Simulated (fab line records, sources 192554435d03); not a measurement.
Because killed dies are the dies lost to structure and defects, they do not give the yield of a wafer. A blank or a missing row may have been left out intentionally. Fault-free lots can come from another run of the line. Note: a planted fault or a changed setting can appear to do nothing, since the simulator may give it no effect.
Lot-split experiment :: flow n5_finfet :: on a route of 1938 steps: 7 lots, 39 wafers read

== SPLIT DETAILS ==
At N5_PMOS_HMC_CHANNEL_EPI_DEVELOP_08 (develop time 30 s), the setting develop_time_s was moved away from the recipe's 30 s on 15 of the 39 wafers read, by -22.1% to +59.6%. All remaining wafers had this setting at the recipe value.

No step appears in the file between the split and the reading.

== THE READING ==
Shown in nm: cd_nm at N5_PMOS_HMC_CHANNEL_EPI_CD_MEAS_09, with target cd 237.4 nm. Typical for fault-free wafers on this fab line: 237.1 nm, with standard deviation 0.8 nm.

wafer: L076.1
tool, chamber at the split: litho_track-02, 0
develop_time_s as run, s: 37.75
against the recipe: +25.8%
cd_nm, nm: 238.2
against lot-mates on the recipe: +0.8

wafer: L076.2
tool, chamber at the split: litho_track-02, 0
develop_time_s as run, s: 37.75
against the recipe: +25.8%
cd_nm, nm: 239.1
against lot-mates on the recipe: +1.7

wafer: L076.3
tool, chamber at the split: litho_track-02, 0
develop_time_s as run, s: 30
against the recipe: recipe
cd_nm, nm: 237.3
against lot-mates on the recipe: -

wafer: L076.4
tool, chamber at the split: litho_track-02, 0
develop_time_s as run, s: 30
against the recipe: recipe
cd_nm, nm: 237.9
against lot-mates on the recipe: -

wafer: L076.5
tool, chamber at the split: litho_track-02, 0
develop_time_s as run, s: 30
against the recipe: recipe
cd_nm, nm: 237.0
against lot-mates on the recipe: -

wafer: L076.6
tool, chamber at the split: litho_track-02, 0
develop_time_s as run, s: 37.75
against the recipe: +25.8%
cd_nm, nm: 238.2
against lot-mates on the recipe: +0.8

wafer: L081.1
tool, chamber at the split: litho_track-05, 0
develop_time_s as run, s: 47.87
against the recipe: +59.6%
cd_nm, nm: 239.2
against lot-mates on the recipe: +4.0

wafer: L081.2
tool, chamber at the split: litho_track-05, 0
develop_time_s as run, s: 30
against the recipe: recipe
cd_nm, nm: 234.9
against lot-mates on the recipe: -

wafer: L081.3
tool, chamber at the split: litho_track-05, 0
develop_time_s as run, s: 47.87
against the recipe: +59.6%
cd_nm, nm: 238.6
against lot-mates on the recipe: +3.4

wafer: L081.4
tool, chamber at the split: litho_track-05, 0
develop_time_s as run, s: 30
against the recipe: recipe
cd_nm, nm: 235.7
against lot-mates on the recipe: -

wafer: L081.5
tool, chamber at the split: litho_track-05, 0
develop_time_s as run, s: 47.87
against the recipe: +59.6%
cd_nm, nm: 238.9
against lot-mates on the recipe: +3.7

wafer: L081.6
tool, chamber at the split: litho_track-05, 0
develop_time_s as run, s: 30
against the recipe: recipe
cd_nm, nm: 235.0
against lot-mates on the recipe: -

wafer: L082.1
tool, chamber at the split: litho_track-04, 0
develop_time_s as run, s: 35.77
against the recipe: +19.2%
cd_nm, nm: 239.1
against lot-mates on the recipe: +1.2

wafer: L082.2
tool, chamber at the split: litho_track-04, 0
develop_time_s as run, s: 30
against the recipe: recipe
cd_nm, nm: 237.6
against lot-mates on the recipe: -

wafer: L082.3
tool, chamber at the split: litho_track-04, 0
develop_time_s as run, s: 30
against the recipe: recipe
cd_nm, nm: 237.2
against lot-mates on the recipe: -

wafer: L082.4
tool, chamber at the split: litho_track-04, 0
develop_time_s as run, s: 35.77
against the recipe: +19.2%
cd_nm, nm: 238.6
against lot-mates on the recipe: +0.7

wafer: L082.5
tool, chamber at the split: litho_track-04, 0
develop_time_s as run, s: 35.77
against the recipe: +19.2%
cd_nm, nm: 238.2
against lot-mates on the recipe: +0.3

wafer: L082.6
tool, chamber at the split: litho_track-04, 0
develop_time_s as run, s: 30
against the recipe: recipe
cd_nm, nm: 238.9
against lot-mates on the recipe: -

wafer: L087.1
tool, chamber at the split: litho_track-05, 0
develop_time_s as run, s: 23.37
against the recipe: -22.1%
cd_nm, nm: 234.6
against lot-mates on the recipe: -2.3

wafer: L087.2
tool, chamber at the split: litho_track-05, 0
develop_time_s as run, s: 30
against the recipe: recipe
cd_nm, nm: 237.0
against lot-mates on the recipe: -

wafer: L087.3
tool, chamber at the split: litho_track-05, 0
develop_time_s as run, s: 30
against the recipe: recipe
cd_nm, nm: 237.0
against lot-mates on the recipe: -

wafer: L087.4
tool, chamber at the split: litho_track-05, 0
develop_time_s as run, s: 30
against the recipe: recipe
cd_nm, nm: 236.6
against lot-mates on the recipe: -

wafer: L087.5
tool, chamber at the split: litho_track-05, 0
develop_time_s as run, s: 23.37
against the recipe: -22.1%
cd_nm, nm: 234.9
against lot-mates on the recipe: -2.0

wafer: L087.6
tool, chamber at the split: litho_track-05, 0
develop_time_s as run, s: 23.37
against the recipe: -22.1%
cd_nm, nm: 234.1
against lot-mates on the recipe: -2.8

wafer: L089.1
tool, chamber at the split: litho_track-05, 0
develop_time_s as run, s: 45.6
against the recipe: +52.0%
cd_nm, nm: 240.0
against lot-mates on the recipe: +3.0

wafer: L089.2
tool, chamber at the split: litho_track-05, 0
develop_time_s as run, s: 30
against the recipe: recipe
cd_nm, nm: 237.4
against lot-mates on the recipe: -

wafer: L089.3
tool, chamber at the split: litho_track-05, 0
develop_time_s as run, s: 45.6
against the recipe: +52.0%
cd_nm, nm: 241.3
against lot-mates on the recipe: +4.3

wafer: L089.4
tool, chamber at the split: litho_track-05, 0
develop_time_s as run, s: 30
against the recipe: recipe
cd_nm, nm: 236.6
against lot-mates on the recipe: -

wafer: L089.5
tool, chamber at the split: litho_track-05, 0
develop_time_s as run, s: 30
against the recipe: recipe
cd_nm, nm: 237.1
against lot-mates on the recipe: -

wafer: L089.6
tool, chamber at the split: litho_track-05, 0
develop_time_s as run, s: 45.6
against the recipe: +52.0%
cd_nm, nm: 241.8
against lot-mates on the recipe: +4.8

wafer: L092.1
tool, chamber at the split: litho_track-04, 0
develop_time_s as run, s: 30
against the recipe: recipe
cd_nm, nm: 237.9
against lot-mates on the recipe: -

wafer: L092.2
tool, chamber at the split: litho_track-04, 0
develop_time_s as run, s: 30
against the recipe: recipe
cd_nm, nm: 238.3
against lot-mates on the recipe: -

wafer: L092.4
tool, chamber at the split: litho_track-04, 0
develop_time_s as run, s: 30
against the recipe: recipe
cd_nm, nm: 237.8
against lot-mates on the recipe: -

wafer: L093.1
tool, chamber at the split: litho_track-04, 0
develop_time_s as run, s: 30
against the recipe: recipe
cd_nm, nm: 236.8
against lot-mates on the recipe: -

wafer: L093.2
tool, chamber at the split: litho_track-04, 0
develop_time_s as run, s: 30
against the recipe: recipe
cd_nm, nm: 236.5
against lot-mates on the recipe: -

wafer: L093.3
tool, chamber at the split: litho_track-04, 0
develop_time_s as run, s: 30
against the recipe: recipe
cd_nm, nm: 236.8
against lot-mates on the recipe: -

wafer: L093.4
tool, chamber at the split: litho_track-04, 0
develop_time_s as run, s: 30
against the recipe: recipe
cd_nm, nm: 236.1
against lot-mates on the recipe: -

wafer: L093.5
tool, chamber at the split: litho_track-04, 0
develop_time_s as run, s: 30
against the recipe: recipe
cd_nm, nm: 237.2
against lot-mates on the recipe: -

wafer: L093.6
tool, chamber at the split: litho_track-04, 0
develop_time_s as run, s: 30
against the recipe: recipe
cd_nm, nm: 237.3
against lot-mates on the recipe: -

THE FIT
A straight line over all 39 wafers: cd_nm changes by +0.0595 nm for each +1% of develop_time_s; r = +0.80; the points scatter about the line by 1 nm.
The same after taking each lot's own level away (the mean of its wafers on the recipe; 39 wafers): +0.0702 nm for each +1%; r = +0.94; scatter 0.56 nm.
Per that fit: largest develop_time_s move, reading shift of 4.2 nm.
From 235.20 to 238.00 nm: that is the span of the lots' own levels, equal to 3.5 times the standard deviation above.
So the lot-to-lot level changes the slope: the two fits differ.
Check: +4.01 nm against its lot-mates is what the line predicts for one of the wafers moved furthest among these (+59.6%) when that wafer is left out of the fit. Against them it came out at +4 nm.

== THE WHOLE CHAIN: every reading that the file lists as answering this split, in the file's order ==
step: N5_PMOS_HMC_CHANNEL_EPI_CD_MEAS_09
what it does: target cd 237.4 nm
reading: cd_nm
change (the file's fit): +0.0668 nm for each +1% of the setting
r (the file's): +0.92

step: N5_PMOS_HMC_CHANNEL_EPI_DESCUM_14
what it does: chemistry O2, time 7.9 s
reading: PMOS_HMC_CHANNEL_EPI.cd_nm (the simulator's own value, which no gauge read)
change (the file's fit): +0.0627 nm for each +1% of the setting
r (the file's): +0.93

step: N5_PMOS_HMC_CHANNEL_EPI_ETCH_32
what it does: etches BARC in N2/H2, stops on SiO2, target depth 85.8 nm, time 50.3 s
reading: PMOS_HMC_CHANNEL_EPI.cd_nm (the simulator's own value, which no gauge read)
change (the file's fit): +0.0658 nm for each +1% of the setting
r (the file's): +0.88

step: N5_PMOS_HMC_CHANNEL_EPI_ETCH_38
what it does: etches SiO2 in CF4, target depth 1.5 nm
reading: PMOS_HMC_CHANNEL_EPI.cd_nm (the simulator's own value, which no gauge read)
change (the file's fit): +0.0665 nm for each +1% of the setting
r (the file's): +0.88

== FILE'S OWN FIT ==
cd_nm changes by +0.0668 nm for each +1% of develop_time_s, r = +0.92.
